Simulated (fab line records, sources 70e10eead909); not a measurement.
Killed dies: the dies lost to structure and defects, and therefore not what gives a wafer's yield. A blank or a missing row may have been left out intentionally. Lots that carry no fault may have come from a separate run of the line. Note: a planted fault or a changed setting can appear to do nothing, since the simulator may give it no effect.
Matching of chambers || flow nand-harc || NHARC_A_WL_FILL_CMP_12 on cmp-02 has 4 sister chambers
The step polishes, t overpolish 30 s, target thk 75 nm. 24 wafers are shown with their chamber, then 12 later ones without.

== EACH WAFER AND ITS CHAMBER ==
{"wafer": "L075.2", "chamber": 1, "motor-current-A (A)": 11.6, "time-to-endpoint-s (s)": 15.6, "slurry-flow-ml-min": 149.6}
{"wafer": "L075.4", "chamber": 2, "motor-current-A (A)": 11.9, "time-to-endpoint-s (s)": 16.2, "slurry-flow-ml-min": 149.7}
{"wafer": "L075.5", "chamber": 1, "motor-current-A (A)": 11.4, "time-to-endpoint-s (s)": 17.0, "slurry-flow-ml-min": 149.7}
{"wafer": "L075.1", "chamber": 0, "motor-current-A (A)": 13.2, "time-to-endpoint-s (s)": 14.2, "slurry-flow-ml-min": 150.1}
{"wafer": "L075.3", "chamber": 3, "motor-current-A (A)": 11.1, "time-to-endpoint-s (s)": 18.4, "slurry-flow-ml-min": 150.4}
{"wafer": "L075.6", "chamber": 2, "motor-current-A (A)": 11.7, "time-to-endpoint-s (s)": 16.9, "slurry-flow-ml-min": 149.0}
{"wafer": "L078.3", "chamber": 2, "motor-current-A (A)": 11.8, "time-to-endpoint-s (s)": 13.2, "slurry-flow-ml-min": 150.2}
{"wafer": "L078.5", "chamber": 1, "motor-current-A (A)": 11.8, "time-to-endpoint-s (s)": 15.0, "slurry-flow-ml-min": 150.2}
{"wafer": "L078.6", "chamber": 2, "motor-current-A (A)": 11.6, "time-to-endpoint-s (s)": 13.3, "slurry-flow-ml-min": 150.6}
{"wafer": "L079.1", "chamber": 2, "motor-current-A (A)": 12.0, "time-to-endpoint-s (s)": 16.4, "slurry-flow-ml-min": 150.5}
{"wafer": "L079.2", "chamber": 0, "motor-current-A (A)": 13.6, "time-to-endpoint-s (s)": 14.3, "slurry-flow-ml-min": 150.3}
{"wafer": "L079.3", "chamber": 1, "motor-current-A (A)": 11.6, "time-to-endpoint-s (s)": 15.4, "slurry-flow-ml-min": 149.6}
{"wafer": "L080.1", "chamber": 2, "motor-current-A (A)": 12.7, "time-to-endpoint-s (s)": 14.3, "slurry-flow-ml-min": 150.4}
{"wafer": "L080.5", "chamber": 0, "motor-current-A (A)": 12.7, "time-to-endpoint-s (s)": 15.6, "slurry-flow-ml-min": 150.4}
{"wafer": "L080.6", "chamber": 1, "motor-current-A (A)": 12.4, "time-to-endpoint-s (s)": 13.4, "slurry-flow-ml-min": 150.3}
{"wafer": "L081.4", "chamber": 1, "motor-current-A (A)": 11.6, "time-to-endpoint-s (s)": 16.3, "slurry-flow-ml-min": 151.1}
{"wafer": "L081.5", "chamber": 3, "motor-current-A (A)": 12.4, "time-to-endpoint-s (s)": 16.5, "slurry-flow-ml-min": 149.3}
{"wafer": "L081.6", "chamber": 0, "motor-current-A (A)": 13.0, "time-to-endpoint-s (s)": 14.8, "slurry-flow-ml-min": 150.4}
{"wafer": "L084.2", "chamber": 2, "motor-current-A (A)": 12.2, "time-to-endpoint-s (s)": 19.0, "slurry-flow-ml-min": 150.1}
{"wafer": "L084.3", "chamber": 0, "motor-current-A (A)": 13.7, "time-to-endpoint-s (s)": 18.2, "slurry-flow-ml-min": 149.7}
{"wafer": "L084.4", "chamber": 3, "motor-current-A (A)": 12.2, "time-to-endpoint-s (s)": 18.6, "slurry-flow-ml-min": 150.3}
{"wafer": "L088.1", "chamber": 2, "motor-current-A (A)": 12.0, "time-to-endpoint-s (s)": 18.4, "slurry-flow-ml-min": 150.2}
{"wafer": "L088.3", "chamber": 3, "motor-current-A (A)": 12.5, "time-to-endpoint-s (s)": 22.4, "slurry-flow-ml-min": 149.9}
{"wafer": "L088.6", "chamber": 2, "motor-current-A (A)": 12.0, "time-to-endpoint-s (s)": 20.5, "slurry-flow-ml-min": 149.9}

SIGNATURES, as means of the wafers listed above
{"reading": "motor-current-A", "chamber 0": 13.240, "chamber 1": 11.733, "chamber 2": 11.989, "chamber 3": 12.050, "scatter within a chamber": 0.411}
{"reading": "time-to-endpoint-s", "chamber 0": 15.420, "chamber 1": 15.450, "chamber 2": 16.467, "chamber 3": 18.975, "scatter within a chamber": 2.11}
{"reading": "slurry-flow-ml-min", "chamber 0": 150.180, "chamber 1": 150.083, "chamber 2": 150.067, "chamber 3": 149.975, "scatter within a chamber": 0.486}
Rule: a wafer's distance from a chamber is the root of the sum, over the readings, of the square of ((its reading less the chamber's mean) divided by the reading's scatter). The wafer belongs to the nearest chamber; if the next one is less than 2 further off, it can't be placed. How the scatter is found: for the shown wafers, subtract from each reading the mean of its chamber, square and add these, divide the total by (wafers less chambers), then take the root.

== WAFERS WITH NO CHAMBER GIVEN ==
{"wafer": "L090.1", "motor-current-A (A)": 13.1, "time-to-endpoint-s (s)": 19.4, "slurry-flow-ml-min": 150.1}
{"wafer": "L090.2", "motor-current-A (A)": 12.3, "time-to-endpoint-s (s)": 16.6, "slurry-flow-ml-min": 149.2}
{"wafer": "L090.3", "motor-current-A (A)": 12.1, "time-to-endpoint-s (s)": 20.0, "slurry-flow-ml-min": 150.2}
{"wafer": "L093.2", "motor-current-A (A)": 11.7, "time-to-endpoint-s (s)": 18.5, "slurry-flow-ml-min": 150.2}
{"wafer": "L093.3", "motor-current-A (A)": 12.9, "time-to-endpoint-s (s)": 21.5, "slurry-flow-ml-min": 150.1}
{"wafer": "L093.6", "motor-current-A (A)": 12.0, "time-to-endpoint-s (s)": 21.5, "slurry-flow-ml-min": 150.1}
{"wafer": "L097.2", "motor-current-A (A)": 11.8, "time-to-endpoint-s (s)": 16.2, "slurry-flow-ml-min": 149.5}
{"wafer": "L097.3", "motor-current-A (A)": 11.9, "time-to-endpoint-s (s)": 16.8, "slurry-flow-ml-min": 149.2}
{"wafer": "L097.6", "motor-current-A (A)": 13.5, "time-to-endpoint-s (s)": 15.5, "slurry-flow-ml-min": 149.8}
{"wafer": "L095.2", "motor-current-A (A)": 13.6, "time-to-endpoint-s (s)": 19.3, "slurry-flow-ml-min": 150.4}
{"wafer": "L095.3", "motor-current-A (A)": 12.3, "time-to-endpoint-s (s)": 17.4, "slurry-flow-ml-min": 150.0}
{"wafer": "L095.4", "motor-current-A (A)": 12.3, "time-to-endpoint-s (s)": 17.0, "slurry-flow-ml-min": 150.0}

== THE CHAMBER EACH PASSED THROUGH ==
{"wafer": "L090.1", "from the rows above": "can't be placed: 0 or 3 or 2 or 1", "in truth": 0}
{"wafer": "L090.2", "from the rows above": "can't be placed: 2 or 3 or 1 or 0", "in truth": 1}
{"wafer": "L090.3", "from the rows above": "can't be placed: 3 or 2 or 1", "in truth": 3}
{"wafer": "L093.2", "from the rows above": "can't be placed: 3 or 2 or 1", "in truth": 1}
{"wafer": "L093.3", "from the rows above": "can't be placed: 3 or 0 or 2 or 1", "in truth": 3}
{"wafer": "L093.6", "from the rows above": "can't be placed: 3 or 2 or 1", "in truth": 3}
{"wafer": "L097.2", "from the rows above": "can't be placed: 2 or 1 or 3", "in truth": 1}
{"wafer": "L097.3", "from the rows above": "can't be placed: 2 or 3 or 1", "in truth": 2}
{"wafer": "L097.6", "from the rows above": 0, "in truth": 0}
{"wafer": "L095.2", "from the rows above": "can't be placed: 0 or 3", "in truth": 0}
{"wafer": "L095.3", "from the rows above": "can't be placed: 2 or 3 or 1 or 0", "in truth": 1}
{"wafer": "L095.4", "from the rows above": "can't be placed: 2 or 3 or 1 or 0", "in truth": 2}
Correctly placed: 1 of 12. Cannot be placed on the basis of these rows: 11; the candidates contain the true chamber in 11. 0 placed wrongly.
